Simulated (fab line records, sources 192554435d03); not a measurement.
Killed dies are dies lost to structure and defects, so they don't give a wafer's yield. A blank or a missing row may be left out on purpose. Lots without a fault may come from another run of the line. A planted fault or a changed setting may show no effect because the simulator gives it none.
Chamber matching | flow n5_finfet | N5_HKMG_FIN_DESCUM_53 on rie_diel-04: 4 sister chambers
The step chemistry O2, time 7.9 s. 8 wafers are shown with their chamber, then 12 later ones without.

WAFERS WITH THEIR CHAMBER
wafer  | chamber | drypump_motor_current_A (A) | showerhead_plenum_p_Torr (Torr)
L084.5 | 1       | 5.88                        | 1.98
L086.2 | 1       | 5.89                        | 1.98
L086.3 | 0       | 5.53                        | 2.08
L090.2 | 2       | 5.41                        | 2.06
L090.4 | 3       | 5.23                        | 2.08
L092.1 | 0       | 5.53                        | 2.07
L092.2 | 3       | 5.25                        | 2.08
L092.3 | 2       | 5.40                        | 2.06

WAFERS WITHOUT THEIR CHAMBER
wafer  | drypump_motor_current_A (A) | showerhead_plenum_p_Torr (Torr)
L093.1 | 5.91                        | 1.98
L093.2 | 5.53                        | 2.07
L093.4 | 5.90                        | 1.98
L094.2 | 5.54                        | 2.07
L094.3 | 5.90                        | 1.97
L094.4 | 5.90                        | 1.97
L095.3 | 5.22                        | 2.07
L095.4 | 5.54                        | 2.07
L095.5 | 5.90                        | 1.97
L096.2 | 5.39                        | 2.06
L096.3 | 5.51                        | 2.07
L096.5 | 5.21                        | 2.07

WHICH CHAMBER EACH WENT THROUGH
wafer  | from the rows above | in truth
L093.1 | 1                   | 1
L093.2 | 0                   | 0
L093.4 | 1                   | 1
L094.2 | 0                   | 0
L094.3 | 1                   | 1
L094.4 | 1                   | 1
L095.3 | 3                   | 3
L095.4 | 0                   | 0
L095.5 | 1                   | 1
L096.2 | 2                   | 2
L096.3 | 0                   | 0
L096.5 | 3                   | 3
Placed correctly: 12 of 12. Can't be placed from these rows: 0. Placed wrongly: 0.
How it was worked out, from the rows above alone: a wafer's distance from a chamber is the root of the sum, over the readings, of the square of ((its reading less the chamber's mean) divided by the reading's scatter). The wafer belongs to the nearest chamber; if the next one is less than 2 further off, it can't be placed. A chamber's mean is the mean of its shown wafers. The scatter: the root of (the sum of the squares of (reading less its chamber's mean) over the shown wafers, divided by (wafers less chambers)).
